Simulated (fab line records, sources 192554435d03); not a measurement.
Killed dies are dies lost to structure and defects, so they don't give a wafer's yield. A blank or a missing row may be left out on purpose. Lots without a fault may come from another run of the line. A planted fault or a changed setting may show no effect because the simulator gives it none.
Chamber matching | flow n5_finfet | N5_MIM_TOP_ALD_00 on ald_hk-03: 4 sister chambers
The step deposits Al2O3, purge time 3 s, co reactant pulse time 3 s. 16 wafers are shown with their chamber, then 8 later ones without.

WAFERS WITH THEIR CHAMBER
wafer  | chamber | precursor_pulse_height_rel
L078.2 | 1       | 0.986
L078.4 | 2       | 0.983
L078.6 | 2       | 1.019
L079.1 | 2       | 0.997
L079.2 | 1       | 1.023
L079.4 | 0       | 1.021
L080.2 | 2       | 1.006
L080.3 | 3       | 1.005
L080.6 | 0       | 1.016
L087.4 | 1       | 1.003
L087.5 | 2       | 1.010
L087.6 | 1       | 1.003
L090.4 | 0       | 1.018
L090.5 | 2       | 0.991
L090.6 | 3       | 1.008
L091.1 | 1       | 0.992

SIGNATURES (means of the wafers above)
reading                    | chamber 0 | chamber 1 | chamber 2 | chamber 3 | scatter within a chamber
precursor_pulse_height_rel | 1.01833   | 1.00140   | 1.00100   | 1.00650   | 0.0118
Rule: a wafer's distance from a chamber is the root of the sum, over the readings, of the square of ((its reading less the chamber's mean) divided by the reading's scatter). The wafer belongs to the nearest chamber; if the next one is less than 2 further off, it can't be placed. The scatter: the root of (the sum of the squares of (reading less its chamber's mean) over the shown wafers, divided by (wafers less chambers)).

WAFERS WITHOUT THEIR CHAMBER
wafer  | precursor_pulse_height_rel
L091.4 | 1.001
L091.5 | 1.010
L093.1 | 1.000
L093.3 | 0.985
L093.4 | 0.977
L097.3 | 1.021
L097.4 | 1.017
L097.6 | 1.008

WHICH CHAMBER EACH WENT THROUGH
wafer  | from the rows above               | in truth
L091.4 | can't be placed: 2 or 1 or 3 or 0 | 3
L091.5 | can't be placed: 3 or 0 or 1 or 2 | 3
L093.1 | can't be placed: 2 or 1 or 3 or 0 | 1
L093.3 | can't be placed: 2 or 1 or 3 or 0 | 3
L093.4 | can't be placed: 2 or 1 or 3 or 0 | 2
L097.3 | can't be placed: 0 or 3 or 1 or 2 | 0
L097.4 | can't be placed: 0 or 3 or 1 or 2 | 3
L097.6 | can't be placed: 3 or 1 or 2 or 0 | 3
Placed correctly: 0 of 8. Can't be placed from these rows: 8 (the true chamber is among the candidates in 8). Placed wrongly: 0.
